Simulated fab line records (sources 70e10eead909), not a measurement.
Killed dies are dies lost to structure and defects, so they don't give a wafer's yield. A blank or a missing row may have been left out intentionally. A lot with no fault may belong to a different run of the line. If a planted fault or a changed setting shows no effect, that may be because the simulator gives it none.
Matching of chambers -- flow nandHarc -- NHARC_A_CHANNEL_FILL_D1_STRIP_28 on rieDiel-10: 4 sister chambers
The step strips in O2, time 20 s. 16 wafers are shown with their chamber, then 8 later ones without.

== EACH WAFER AND ITS CHAMBER ==
wafer,chamber,drypumpMotorCurrentA (A),oesProductAu (a.u.),rfVppV (V)
L074.2,3,6.4,0.986,58.0
L074.3,0,4.9,0.989,56.8
L074.4,2,5.8,0.990,56.7
L079.1,0,4.9,0.987,57.5
L079.2,2,5.8,0.993,59.6
L079.6,2,5.8,0.988,58.1
L081.1,3,6.4,0.995,58.6
L081.2,0,4.9,0.984,57.0
L081.6,0,4.9,0.986,58.9
L082.2,3,6.5,0.985,59.2
L082.3,2,5.8,0.977,58.5
L082.6,2,5.8,0.973,57.9
L086.1,3,6.5,1.003,57.9
L086.5,1,5.0,0.995,59.1
L086.6,3,6.4,0.998,57.8
L087.1,3,6.5,0.989,59.1

SIGNATURES (means of the wafers above)
reading,chamber 0,chamber 1,chamber 2,chamber 3,scatter within a chamber
drypumpMotorCurrentA,4.900,5.000,5.800,6.450,0.0354
oesProductAu,0.98650,0.99500,0.98420,0.99267,0.00691
rfVppV,57.550,59.100,58.160,58.433,0.867
Rule: a wafer lies at a distance from a chamber equal to the root of the sum of squares, over the readings, of (its reading less the chamber's mean, divided by the reading's scatter). The wafer belongs to the nearest chamber; if the next one is less than 2 further off, it can't be placed. How the scatter is found: for the shown wafers, subtract from each reading the mean of its chamber, square and add these, divide the total by (wafers less chambers), then take the root.

== WAFERS WITHOUT THEIR CHAMBER ==
wafer,drypumpMotorCurrentA (A),oesProductAu (a.u.),rfVppV (V)
L087.3,5.0,0.995,57.9
L087.4,5.8,0.974,57.2
L094.4,5.8,0.981,58.5
L094.5,5.0,1.004,58.1
L094.6,5.8,0.976,56.9
L095.1,5.8,0.995,57.3
L095.2,6.4,0.998,58.3
L095.4,5.0,1.000,58.5

== EACH ONE'S CHAMBER ==
wafer,from the rows above,in truth
L087.3,can't be placed: 1 or 0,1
L087.4,2,2
L094.4,2,2
L094.5,1,1
L094.6,2,2
L095.1,2,2
L095.2,3,3
L095.4,1,1
7 of 8 placed correctly. These rows do not allow placing 1 (true chamber among the candidates in 1). 0 placed wrongly.
